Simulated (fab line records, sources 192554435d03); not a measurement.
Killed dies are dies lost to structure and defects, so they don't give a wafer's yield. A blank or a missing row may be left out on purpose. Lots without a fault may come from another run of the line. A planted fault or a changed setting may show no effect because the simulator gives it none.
fab line records | flow n5_finfet
record lots=6 wafers=18 last_day=17
route steps=1938 shown WELL_APT@21 PMOS_HMC_CHANNEL_EPI@57 BEOL_M4@1111 PASSIVATION@1936
lots that met no fault: from a run of the same line without faults
start_h: hours from the record's first day to the start of the lot's first wafer shown | wait_h: hours since the lot's step before | " the same as in the row above | L1.1+2: a row that stands for several wafers | - no value, or no start given | * or withheld: withheld | < > ~ a bound
route shown NAME@n: a module of which the file shows steps, and the number in the route of the first | usual: mean/standard deviation of fault-free wafers | same: alike in all rows | chamber/n: place in a boat | sites: the reading at each site | _std_site: their standard deviation | _edge_site: outer sites' mean less inner sites' | radius_mm: how far each site lies from the wafer's centre | mask NAME#n: copy n | behind: the tool/chamber that last shaped the wafer | hold: why the lot was held/for how many hours/how that ended | device: the transistor (n, p or np) that didn't switch | end of line: the same wafers' tests at the end of the route | a step without rows: its recipe alone | killed: dies lost to structure and defects at the first sort, not the wafer's yield | map: a wafer's dies, x killed, . not, _ none there
set.NAME: the setting as run; set.NAME@STEP: as run at that earlier step | model.NAME: the simulator's own value behind a step, which no gauge read
lots at some steps of the route; a table a step, a row a wafer
services: from which hour (start_h, from the record's first day; less than 0 if before it) a tool's chamber was out of use, for how many hours, and why
## steps
# step N5_WELL_APT_COAT_02
# recipe spin_rpm=1357 resist_thk_nm=950
# step N5_WELL_APT_EBR_04
# recipe solvent=PGMEA ebr_width_mm=1.5
# step N5_WELL_APT_SOFTBAKE_03
# recipe temp_c=130 time_s=60
# step N5_WELL_APT_EXPOSE_05
# recipe mask_id=NWELL na=0.8 source_shape=conventional sigma_outer=0.8 polarization=unpolarized defocus_nm=0 target_cd_nm=200 dose_mj=20.3
# step N5_WELL_APT_PEB_06
# recipe peb_temp_c=130 peb_time_s=90
# step N5_WELL_APT_DEVELOP_07
# recipe develop_time_s=45 rinse_liquid=surfactant_rinse dry=air_spin dev_temp_c=21
# step N5_WELL_APT_HARDBAKE_12
# recipe temp_c=130 time_s=120
# step N5_WELL_APT_CD_MEAS_08
# recipe target_cd_nm=200 landing_energy_ev=500 detector=se_inlens
# usual cd_nm=199.7/2.1
# columns lot.wafer tool chamber start_h wait_h cd_nm
L175.2 cd_sem-02 0 13.73 - 196.7
L175.4 " 0 " " 199.1
L175.6 " 0 " " 201.2
L184.1 cd_sem-01 0 67.73 - 201.0
L184.2 " 0 " " 198.6
L184.5 " 0 " " 196.1
L186.2 cd_sem-03 0 79.68 - 201.6
L186.3 " 0 " " 200.9
L186.5 " 0 " " 201.4
L192.1 cd_sem-03 0 115.73 - 201.3
L192.2 " 0 " " 196.9
L192.3 " 0 " " 201.2
L193.3 cd_sem-01 0 121.82 - 197.6
L193.5 " 0 " " 197.2
L193.6 " 0 " " 198.8
L197.2 cd_sem-03 0 146.08 - 197.7
L197.3 " 0 " " 197.1
L197.4 " 0 " " 197.1
# step N5_WELL_APT_OVL_MEAS_09
# recipe points_per_wafer=44
# usual NWELL_OVL=5/4.7
# columns lot.wafer tool chamber start_h wait_h NWELL_OVL[nm]
L175.2 overlay-01 0 13.76 0.0 5
L175.4 " 0 " " 2
L175.6 " 0 " " 9
L184.1 overlay-01 0 67.76 0.0 8
L184.2 " 0 " " 6
L184.5 " 0 " " 7
L186.2 overlay-02 0 79.71 0.0 -2
L186.3 " 0 " " 6
L186.5 " 0 " " 5
L192.1 overlay-02 0 115.76 0.0 5
L192.2 " 0 " " 11
L192.3 " 0 " " 2
L193.3 overlay-01 0 121.85 0.0 3
L193.5 " 0 " " 7
L193.6 " 0 " " 0
L197.2 overlay-02 0 146.11 0.0 5
L197.3 " 0 " " -2
L197.4 " 0 " " 2
# step N5_WELL_APT_INSPECT_10
# recipe mode=adi inspect_instrument=macro
# usual raw_defect_count=1.8/1.4
# columns lot.wafer tool chamber start_h wait_h raw_defect_count
L175.2 defect_inspect-02 - 13.78 0.0 2
L175.4 " - " " 3
L175.6 " - " " 4
L184.1 defect_inspect-01 - 67.78 0.0 2
L184.2 " - " " 3
L184.5 " - " " 2
L186.2 defect_inspect-02 - 79.73 0.0 1
L186.3 " - " " 3
L186.5 " - " " 4
L192.1 defect_inspect-01 - 115.78 0.0 3
L192.2 " - " " 2
L192.3 " - " " 3
L193.3 defect_inspect-01 - 121.87 0.0 2
L193.5 " - " " 0
L193.6 " - " " 1
L197.2 defect_inspect-02 - 146.13 0.0 2
L197.3 " - " " 6
L197.4 " - " " 0
# step N5_WELL_APT_DESCUM_13
# recipe chemistry=O2 time_s=7.9 source_power_w=50 bias_power_w=20 pressure_mtorr=20 rf_frequency_hz=2.712e+07 temp_c=40 o2_flow_sccm=225
# usual drypump_motor_current_A=5.8/0.41 oes_product_au=0.78/0.11 rf_vpp_V=243.1/1.5 showerhead_plenum_p_Torr=2.10/0.072 throttle_valve_pct=20.5/0.3
# columns lot.wafer tool chamber start_h wait_h drypump_motor_current_A oes_product_au rf_hours_counter_h rf_vpp_V showerhead_plenum_p_Torr throttle_valve_pct
L175.2 rie_diel-05 1 13.82 0.0 5.8 0.69 219 242.8 2.07 20.7
L175.4 " 1 " " 5.8 0.71 - 241.9 2.07 20.7
L175.6 " 2 " " 5.2 0.85 - 242.0 2.05 20.0
L184.1 rie_diel-05 0 67.81 0.0 5.4 0.93 13 244.6 2.12 19.7
L184.2 " 1 " " 5.8 0.69 235 243.5 2.07 20.7
L184.5 " 3 " " 5.6 0.74 - 243.6 2.17 20.5
L186.2 rie_diel-05 3 80.21 0.5 5.7 0.74 161 244.8 2.17 20.5
L186.3 " 0 " " 5.5 0.91 17 243.4 2.11 19.7
L186.5 " 2 " " 5.2 0.82 - 242.3 2.04 20.0
L192.1 rie_diel-04 0 115.82 0.0 5.7 0.69 250 241.8 2.05 20.7
L192.2 " 3 " " 5.9 0.71 200 244.5 2.16 20.8
L192.3 " 2 " " 5.9 0.68 222 240.5 2.01 20.5
L193.3 rie_diel-04 1 121.92 0.0 6.4 0.93 13 245.5 2.24 20.6
L193.5 " 1 " " 6.4 0.93 - 246.3 2.24 20.6
L193.6 " 2 " " 5.9 0.68 - 242.1 2.00 20.5
L197.2 rie_diel-04 3 146.22 0.1 6.0 0.70 213 244.4 2.16 20.8
L197.3 " 0 " " 5.7 0.98 4 243.4 2.05 20.5
L197.4 " 2 " " 5.9 0.67 236 241.2 2.00 20.5
# step N5_WELL_APT_IMPLANT_14
# recipe species=P energy_kev=160 dose_cm2=1.5e+13 tilt_deg=0 rotation_deg=0
# step N5_WELL_APT_IMPLANT_15
# recipe species=As energy_kev=25 dose_cm2=1.5e+13 tilt_deg=0 rotation_deg=0
# usual dose_ions_cm2=1.4998e+13/1.6e+10 faraday_current_uA=190/3.8
# columns lot.wafer tool chamber start_h wait_h dose_ions_cm2 faraday_current_uA
L175.2 implanter-01 0 14.12 0.1 1.5005e+13 194
L175.4 " 0 " " 1.4995e+13 186
L175.6 " 0 " " 1.5027e+13 187
L184.1 implanter-01 0 68.09 0.1 9.284e+12 119
L184.2 " 0 " " 9.315e+12 118
L184.5 " 0 " " 9.292e+12 118
L186.2 implanter-01 0 80.52 0.1 9.288e+12 116
L186.3 " 0 " " 9.262e+12 120
L186.5 " 0 " " 9.265e+12 115
L192.1 implanter-02 0 116.10 0.1 1.4976e+13 185
L192.2 " 0 " " 1.499e+13 192
L192.3 " 0 " " 1.4993e+13 189
L193.3 implanter-02 0 122.26 0.1 1.498e+13 190
L193.5 " 0 " " 1.4975e+13 190
L193.6 " 0 " " 1.5011e+13 190
L197.2 implanter-02 0 146.53 0.1 1.4993e+13 195
L197.3 " 0 " " 1.5005e+13 192
L197.4 " 0 " " 1.4992e+13 189
# step N5_WELL_APT_STRIP_16
# recipe chemistry=SPM time_s=900 temp_c=130 h2so4_h2o2_vol_ratio=4 dry=ipa_marangoni
# step N5_WELL_APT_HMDS_18
# recipe time_s=60 temp_c=120
# step N5_WELL_APT_COAT_19
# recipe spin_rpm=1357 resist_thk_nm=950
# step N5_WELL_APT_EBR_21
# recipe solvent=PGMEA ebr_width_mm=1.5
# step N5_WELL_APT_SOFTBAKE_20
# recipe temp_c=130 time_s=60
# step N5_WELL_APT_EXPOSE_22
# recipe mask_id=PWELL na=0.8 source_shape=conventional sigma_outer=0.8 polarization=unpolarized defocus_nm=0 target_cd_nm=200 dose_mj=23.2
# step N5_WELL_APT_PEB_23
# recipe peb_temp_c=130 peb_time_s=90
# step N5_WELL_APT_DEVELOP_24
# recipe develop_time_s=45 rinse_liquid=surfactant_rinse dry=air_spin dev_temp_c=21
# step N5_WELL_APT_HARDBAKE_29
# recipe temp_c=130 time_s=120
# step N5_WELL_APT_CD_MEAS_25
# recipe target_cd_nm=200 landing_energy_ev=500 detector=se_inlens
# usual cd_nm=201.2/2.2
# columns lot.wafer tool chamber start_h wait_h cd_nm
L175.2 cd_sem-01 0 14.85 - 197.7
L175.4 " 0 " " 198.8
L175.6 " 0 " " 198.5
L184.1 cd_sem-02 0 68.99 - 200.7
L184.2 " 0 " " 202.6
L184.5 " 0 " " 203.8
L186.2 cd_sem-01 0 81.49 - 199.5
L186.3 " 0 " " 200.1
L186.5 " 0 " " 202.0
L192.1 cd_sem-01 0 117.10 - 200.8
L192.2 " 0 " " 203.2
L192.3 " 0 " " 202.5
L193.3 cd_sem-02 0 123.08 - 201.0
L193.5 " 0 " " 202.4
L193.6 " 0 " " 198.6
L197.2 cd_sem-01 0 147.26 - 200.2
L197.3 " 0 " " 201.7
L197.4 " 0 " " 200.2
# step N5_WELL_APT_OVL_MEAS_26
# recipe points_per_wafer=44
# usual PWELL_OVL=-1/5.1
# columns lot.wafer tool chamber start_h wait_h PWELL_OVL[nm]
L175.2 overlay-02 0 14.88 0.0 -2
L175.4 " 0 " " -12
L175.6 " 0 " " -1
L184.1 overlay-02 0 69.02 0.0 4
L184.2 " 0 " " -4
L184.5 " 0 " " -2
L186.2 overlay-02 0 81.52 0.0 -5
L186.3 " 0 " " 4
L186.5 " 0 " " 5
L192.1 overlay-02 0 117.15 0.1 -5
L192.2 " 0 " " 3
L192.3 " 0 " " -5
L193.3 overlay-02 0 123.11 0.0 4
L193.5 " 0 " " 0
L193.6 " 0 " " 2
L197.2 overlay-02 0 147.29 0.0 -1
L197.3 " 0 " " 2
L197.4 " 0 " " -4
# step N5_WELL_APT_INSPECT_27
# recipe mode=adi inspect_instrument=macro
# usual raw_defect_count=2/1.4
# columns lot.wafer tool chamber start_h wait_h raw_defect_count
L175.2 defect_inspect-02 - 14.90 0.0 2
L175.4 " - " " 4
L175.6 " - " " 1
L184.1 defect_inspect-01 - 69.05 0.0 2
L184.2 " - " " 1
L184.5 " - " " 1
L186.2 defect_inspect-01 - 81.55 0.0 4
L186.3 " - " " 0
L186.5 " - " " 1
L192.1 defect_inspect-01 - 117.18 0.0 2
L192.2 " - " " 2
L192.3 " - " " 3
L193.3 defect_inspect-02 - 123.13 0.0 5
L193.5 " - " " 6
L193.6 " - " " 3
L197.2 defect_inspect-02 - 147.31 0.0 3
L197.3 " - " " 1
L197.4 " - " " 0
# step N5_WELL_APT_DESCUM_30
# recipe chemistry=O2 time_s=7.9 source_power_w=50 bias_power_w=20 pressure_mtorr=20 rf_frequency_hz=2.712e+07 temp_c=40 o2_flow_sccm=225
# usual drypump_motor_current_A=5.9/0.4 oes_product_au=0.78/0.1 rf_vpp_V=243.2/1.4 showerhead_plenum_p_Torr=2.09/0.075 throttle_valve_pct=20.5/0.31
# columns lot.wafer tool chamber start_h wait_h drypump_motor_current_A oes_product_au rf_hours_counter_h rf_vpp_V showerhead_plenum_p_Torr throttle_valve_pct
L175.2 rie_diel-05 1 14.94 0.0 5.8 0.70 220 245.1 2.07 20.7
L175.4 " 1 " " 5.8 0.70 - 243.3 2.07 20.7
L175.6 " 3 " " 5.6 0.76 - 244.4 2.18 20.4
L184.1 rie_diel-04 2 69.33 0.3 5.9 0.69 204 241.2 2.01 20.4
L184.2 " 3 " " 6.0 0.73 183 244.6 2.17 20.8
L184.5 " 2 " " 5.9 0.69 - 242.2 2.01 20.4
L186.2 rie_diel-05 3 81.58 0.0 5.6 0.74 162 244.8 2.17 20.5
L186.3 " 1 " " 5.8 0.68 242 242.0 2.07 20.8
L186.5 " 2 " " 5.2 0.82 - 242.0 2.04 20.0
L192.1 rie_diel-04 3 117.21 0.0 5.9 0.73 201 244.3 2.16 20.8
L192.2 " 2 " " 5.9 0.68 222 241.7 2.01 20.4
L192.3 " 1 " " 6.4 0.94 11 243.9 2.24 20.6
L193.3 rie_diel-05 0 123.33 0.2 5.5 0.89 33 244.6 2.11 19.7
L193.5 " 2 " " 5.2 0.80 - 241.7 2.03 20.1
L193.6 " 3 " " 5.6 0.72 - 244.9 2.17 20.5
L197.2 rie_diel-04 2 147.34 0.0 5.9 0.67 236 242.5 2.00 20.5
L197.3 " 1 " " 6.4 0.91 24 245.0 2.24 20.6
L197.4 " 0 " " 5.7 0.97 4 242.9 2.05 20.5
# step N5_WELL_APT_IMPLANT_31
# recipe species=B energy_kev=60 dose_cm2=1.5e+13 tilt_deg=0 rotation_deg=0
# step N5_WELL_APT_IMPLANT_32
# recipe species=BF2 energy_kev=50 dose_cm2=2e+13 tilt_deg=0 rotation_deg=0
# step N5_WELL_APT_STRIP_33
# recipe chemistry=SPM time_s=900 temp_c=130 h2so4_h2o2_vol_ratio=4 dry=ipa_marangoni
# step N5_WELL_APT_RTA_34
# recipe temp_c=1000 time_s=10 ambient=N2 idle_temp_c=600 ramp_up_c_per_s=150 ramp_down_c_per_s=60 cool_to_c=600
# usual lamp_power_pct=13.01/0.05 lamp_zone_1_pct=12.995/0.026 wafer_temp_C_max=1003.7/1
# columns lot.wafer tool chamber start_h wait_h lamp_power_pct lamp_zone_1_pct wafer_temp_C_max
L175.2 rtp_anneal-02 0 15.90 0.2 13.00 13.007 1003.0
L175.4 " 0 " " 13.02 12.979 1004.6
L175.6 " 0 " " 13.04 12.981 1004.6
L184.1 rtp_anneal-02 0 70.48 0.4 12.99 12.969 1003.5
L184.2 " 0 " " 13.03 13.007 1003.0
L184.5 " 0 " " 13.05 12.985 1004.3
L186.2 rtp_anneal-02 0 82.63 0.1 12.97 13.028 1004.4
L186.3 " 0 " " 13.01 13.011 1004.4
L186.5 " 0 " " 13.00 12.988 1003.4
L192.1 rtp_anneal-02 0 118.27 0.1 13.06 12.976 1004.6
L192.2 " 0 " " 13.01 12.981 1004.6
L192.3 " 0 " " 13.00 12.986 1003.5
L193.3 rtp_anneal-02 0 124.31 0.2 13.12 12.985 1003.2
L193.5 " 0 " " 13.03 12.987 1002.6
L193.6 " 0 " " 12.87 12.977 1004.7
L197.2 rtp_anneal-02 0 148.34 0.3 13.04 12.971 1003.8
L197.3 " 0 " " 12.96 12.997 1004.5
L197.4 " 0 " " 13.05 12.971 1000.8
# step N5_WELL_APT_OXIDE_STRIP_42
# recipe chemistry=dHF dilution=25:1 time_s=45 temp_c=25 target=SiO2 target_depth_a=120
# step N5_WELL_APT_PRECLEAN_36
# recipe chemistry=O3/DIW time_s=45 temp_c=22 o3_ppm=10
# step N5_WELL_APT_PRECLEAN_39
# recipe chemistry=dHF time_s=60 dilution=150:1 temp_c=25
# step N5_WELL_APT_SRD_37
# recipe dry=ipa_marangoni do_ppb=5 time_s=30 temp_c=23 rinse_liquid=diw
# step N5_WELL_APT_EPI_41
# recipe material=Si target_thk_a=500 temp_c=650 precursor=SiH4/H2 pressure_torr=20 time_s=297.7
# usual lamp_inner_pct=14.8/1.1 throttle_valve_pct=11.4/0.39
# columns lot.wafer tool chamber start_h wait_h lamp_inner_pct throttle_valve_pct
L175.2 epi_rpcvd-04 0 16.25 0.2 13.5 11.1
L175.4 " 0 " " 13.7 11.0
L175.6 " 0 " " 13.7 11.1
L184.1 epi_rpcvd-03 0 70.84 0.0 16.0 11.2
L184.2 " 0 " " 15.9 11.2
L184.5 " 0 " " 16.1 11.1
L186.2 epi_rpcvd-04 0 82.95 0.1 13.7 10.9
L186.3 " 0 " " 13.8 11.1
L186.5 " 0 " " 13.9 11.0
L192.1 epi_rpcvd-03 0 118.51 0.0 16.0 11.2
L192.2 " 0 " " 16.1 11.2
L192.3 " 0 " " 15.9 11.2
L193.3 epi_rpcvd-03 0 124.71 0.2 16.0 11.2
L193.5 " 0 " " 15.9 11.5
L193.6 " 0 " " 16.1 11.3
L197.2 epi_rpcvd-04 0 148.72 0.1 13.6 11.1
L197.3 " 0 " " 13.7 11.0
L197.4 " 0 " " 13.7 11.2
# step N5_WELL_APT_INSPECT_38
# recipe inspect_instrument=darkfield mode=post_epi
# usual raw_defect_count=13/5
# columns lot.wafer tool chamber start_h wait_h raw_defect_count
L175.2 defect_inspect-02 - 16.96 0.6 10
L175.4 " - " " 15
L175.6 " - " " 11
L184.1 defect_inspect-01 - 71.47 0.5 19
L184.2 " - " " 19
L184.5 " - " " 6
L186.2 defect_inspect-01 - 83.49 0.4 11
L186.3 " - " " 12
L186.5 " - " " 11
L192.1 defect_inspect-02 - 119.35 0.7 6
L192.2 " - " " 12
L192.3 " - " " 10
L193.3 defect_inspect-01 - 125.15 0.3 6
L193.5 " - " " 17
L193.6 " - " " 8
L197.2 defect_inspect-01 - 149.26 0.4 14
L197.3 " - " " 12
L197.4 " - " " 6
# step N5_PMOS_HMC_CHANNEL_EPI_HM_DEP_34
# recipe material=SiO2 target_thk_a=360 temp_c=400 precursor=TEOS/O2 pressure_torr=6.5 rf_w=900 teos_flow_sccm=161.4 gas=O2 flow_sccm=2650 time_s=6.9
# usual heater_power_w=556/85 showerhead_plenum_p_Torr=8.352/0.026 throttle_valve_pct=18.8/0.84
# columns lot.wafer tool chamber start_h wait_h heater_power_w showerhead_plenum_p_Torr throttle_valve_pct
L175.2 pecvd-04 0 16.99 0.0 624 8.324 19.5
L175.4 " 0 " " 610 8.330 19.7
L175.6 " 1 " " 499 8.338 20.1
L184.1 pecvd-03 1 71.51 0.0 639 8.312 17.8
L184.2 " 2 " " 711 8.359 18.3
L184.5 " 1 " " 655 8.315 17.5
L186.2 pecvd-03 1 83.53 0.0 672 8.318 17.8
L186.3 " 2 " " 690 8.361 18.5
L186.5 " 1 " " 645 8.317 17.7
L192.1 pecvd-03 1 119.38 0.0 651 8.333 17.5
L192.2 " 2 " " 659 8.370 18.2
L192.3 " 0 " " 577 8.388 19.2
L193.3 pecvd-04 2 125.19 0.0 473 8.330 17.7
L193.5 " 0 " " 539 8.343 19.6
L193.6 " 2 " " 480 8.371 17.9
L197.2 pecvd-02 0 149.29 0.0 602 8.357 19.2
L197.3 " 2 " " 390 8.351 18.4
L197.4 " 1 " " 512 8.335 19.8
# step N5_PMOS_HMC_CHANNEL_EPI_COAT_31
# recipe resist=BARC temp_c=205 time_s=60 spin_rpm=1500 resist_thk_nm=66
# step N5_PMOS_HMC_CHANNEL_EPI_COAT_03
# recipe resist=CAR-ArF-block spin_rpm=1500 resist_thk_nm=205
# step N5_PMOS_HMC_CHANNEL_EPI_EBR_05
# recipe solvent=PGMEA ebr_width_mm=1.5
# step N5_PMOS_HMC_CHANNEL_EPI_SOFTBAKE_04
# recipe temp_c=110 time_s=60 resist=CAR-ArF-block
# step N5_PMOS_HMC_CHANNEL_EPI_EXPOSE_06
# recipe mask_id=PMOS_HMC_BLK na=1.35 source_shape=conventional sigma_outer=0.8 polarization=unpolarized target_cd_nm=240 dose_mj=41
# step N5_BEOL_M4_RC_MEAS_101
# usual CJ_P=5.80/0.17 DIBL_N=36.3/1.7 DIBL_P=36.3/2.2 IOFF_N=0.16/0.034 IOFF_P=0.21/0.038 ION_N=673/13 ION_P=461/8.3 SS_N=71.5/0.55 SS_P=73.3/0.67 VT_N=250/3.4 VT_P=-251/3.5
# columns lot.wafer tool chamber start_h wait_h CJ_P DIBL_N[mV/V] DIBL_P[mV/V] IOFF_N[nA/um] IOFF_P[nA/um] ION_N[uA/um] ION_P[uA/um] SS_N[mV/dec] SS_P[mV/dec] VT_N[mV] VT_P[mV]
L175.2 prober-01 0 169.97 0.2 5.65 34.1 32.5 0.12 0.16 657 458 70.8 72.1 250 -254
L175.4 " 0 " " 5.70 34.8 33.6 0.13 0.17 672 462 71.8 72.1 254 -252
L175.6 " 0 " " 5.83 35.0 33.7 0.14 0.17 671 462 71.4 71.9 250 -254
L184.1 prober-01 0 213.31 0.0 4.62 36.6 36.3 0.16 0.26 689 478 71.6 73.4 252 -246
L184.2 " 0 " " 4.39 37.3 36.9 0.18 0.24 680 475 72.1 73.7 245 -247
L184.5 " 0 " " 4.50 36.4 35.8 0.16 0.25 687 478 72.0 73.6 247 -244
L186.2 prober-02 0 237.93 0.2 4.61 35.2 36.1 0.15 0.19 681 465 71.6 73.9 250 -252
L186.3 " 0 " " 4.66 34.9 35.8 0.14 0.19 661 450 72.5 73.9 254 -252
L186.5 " 0 " " 4.70 38.1 39.8 0.20 0.25 662 447 72.3 74.7 249 -250
L192.1 prober-02 0 268.22 0.0 5.76 36.8 35.0 0.15 0.15 673 452 71.6 73.1 249 -260
L192.2 " 0 " " 5.59 36.4 35.5 0.16 0.16 674 454 71.8 73.3 248 -258
L192.3 " 0 " " 5.72 35.0 34.0 0.13 0.14 663 449 70.6 72.8 253 -257
L193.3 prober-01 0 282.73 0.3 5.37 38.1 36.6 0.17 0.20 695 463 71.8 73.5 247 -251
L193.5 " 0 " " 5.75 38.7 36.5 0.16 0.19 667 455 71.9 72.9 252 -255
L193.6 " 0 " " 5.76 38.5 37.5 0.18 0.22 689 468 72.3 73.2 248 -251
L197.2 prober-02 0 293.68 0.2 5.87 34.7 33.2 0.13 0.17 672 465 71.0 72.7 251 -253
L197.3 " 0 " " 5.78 34.6 33.3 0.12 0.18 659 459 71.3 73.0 252 -252
L197.4 " 0 " " 5.80 34.2 32.1 0.12 0.17 667 465 70.8 72.1 254 -248
# step N5_PASSIVATION_PROBE_49
# usual defect_limited_yield=91.4/1.6 killed_at_M0_to_M3=34/10 killed_at_M4_up=12/4.8 killed_at_contacts=11/6.2 killed_at_front_end=39/13 killed_at_other=4/3.1 killed_dies=101/19 killed_open=67/14 killed_short=32/8.3 sort_bin_5_function=5.0/1 sort_bin_6_memory=3.2/0.76 sort_n_pass=1079/19 sort_yield_pct=91.4/1.6
# same gross_dies=1180 killed_at_back_side=0 sort_bin_4_leakage[%]=0 sort_bin_8_speed[%]=0
# columns lot.wafer tool chamber start_h wait_h defect_limited_yield[%] killed_at_M0_to_M3 killed_at_M4_up killed_at_contacts killed_at_front_end killed_at_other killed_dies killed_open killed_short sort_bin_5_function[%] sort_bin_6_memory[%] sort_n_pass sort_yield_pct[%]
L175.2 prober-01 - 274.55 0.1 88.6 53 16 9 53 4 135 80 55 7.1 3.9 1045 88.6
L175.4 prober-01 - 274.65 0.2 88.4 54 16 6 60 1 137 78 58 6.1 5.3 1043 88.4
L175.6 prober-01 - 274.75 0.3 90.3 36 12 10 56 1 115 65 47 5.2 4.2 1065 90.3
# killed by level:class
L175.2 BEOL_M0_SAQP:geometric_particle:short=20 BEOL_M0_SAQP:geometric_particle:open=18 FIN_SAQP:geometric_particle:open=10 FIN_SAQP:geometric_particle:short=8 STI_FIN_REVEAL:geometric_particle:open=7 DUMMY_GATE:geometric_particle:open=7 MOL_CONTACT_COAG:geometric_particle:open=7 BEOL_M3:geometric_particle:open=7
L175.4 BEOL_M0_SAQP:geometric_particle:short=20 BEOL_M0_SAQP:geometric_particle:open=16 FIN_SAQP:geometric_particle:open=13 FIN_SAQP:geometric_particle:short=13 STI_FIN_REVEAL:geometric_particle:open=7 GATE_CUT:geometric_particle:short=7 MOL_CONTACT_COAG:geometric_particle:short=5 BEOL_M2:geometric_particle:open=5
L175.6 FIN_SAQP:geometric_particle:short=15 BEOL_M0_SAQP:geometric_particle:short=14 FIN_SAQP:geometric_particle:open=10 DUMMY_GATE:geometric_particle:open=10 MOL_CONTACT_COAG:geometric_particle:open=9 BEOL_M0_SAQP:geometric_particle:open=8 BEOL_M4:geometric_particle:open=8 BEOL_M2:geometric_particle:open=6
## services
# columns tool chamber start_h hours kind
rie_diel-05 0 -5.30 - clean
rie_diel-05 0 -5.30 - consumable_replace:focus_ring
rie_diel-05 0 -5.30 30.1 scheduled_down
rie_diel-05 0 -5.30 30.1 vent_cycle
rie_diel-05 - 10.83 2.3 repair
pecvd-03 - 11.19 1.5 repair
implanter-02 - 21.12 2.8 pm
pecvd-02 - 24.12 1.2 repair
pecvd-04 - 27.16 1.7 repair
rie_diel-05 1 31.28 5.0 repair
implanter-02 - 54.30 2.6 repair
rie_diel-05 - 55.14 2.8 pm
epi_rpcvd-04 - 55.54 2.3 repair
pecvd-03 - 67.91 0.6 repair
rie_diel-04 1 74.69 - clean
rie_diel-04 1 74.69 - consumable_replace:focus_ring
rie_diel-04 1 74.69 - consumable_replace:showerhead
rie_diel-04 1 74.69 12.3 scheduled_down
rie_diel-04 1 74.69 12.3 vent_cycle
epi_rpcvd-03 - 84.43 2.6 repair
rie_diel-04 0 96.43 3.4 repair
epi_rpcvd-04 - 105.93 1.6 repair
rie_diel-05 1 106.79 - clean
pecvd-03 - 134.59 1.1 repair
## key
first_sign step=N5_WELL_APT_IMPLANT_15 reading=dose_ions_cm2 direction=down sigmas=99+ usual=1.4998e+13 struck=9.284e+12
effect step=N5_WELL_APT_IMPLANT_15 reading=faraday_current_uA direction=down sigmas=19 usual=190 struck=117
effect step=N5_BEOL_M4_RC_MEAS_101 reading=CJ_P direction=down sigmas=7.2 usual=5.80 struck=4.58
met_at N5_WELL_APT_IMPLANT_15
struck_wafers L184.1,L184.2,L184.5,L186.2,L186.3,L186.5
onset_between 14.12 68.09
fault kind=process_parameter_drift tool=implanter-01 chamber=- onset_h=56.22 steps=N5_WELL_APT_IMPLANT_15 channel=dose_cm2 offset=-5.7216e+12 shape=step end_h=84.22 acts_in=these_recipes_only stated=1.5e+13
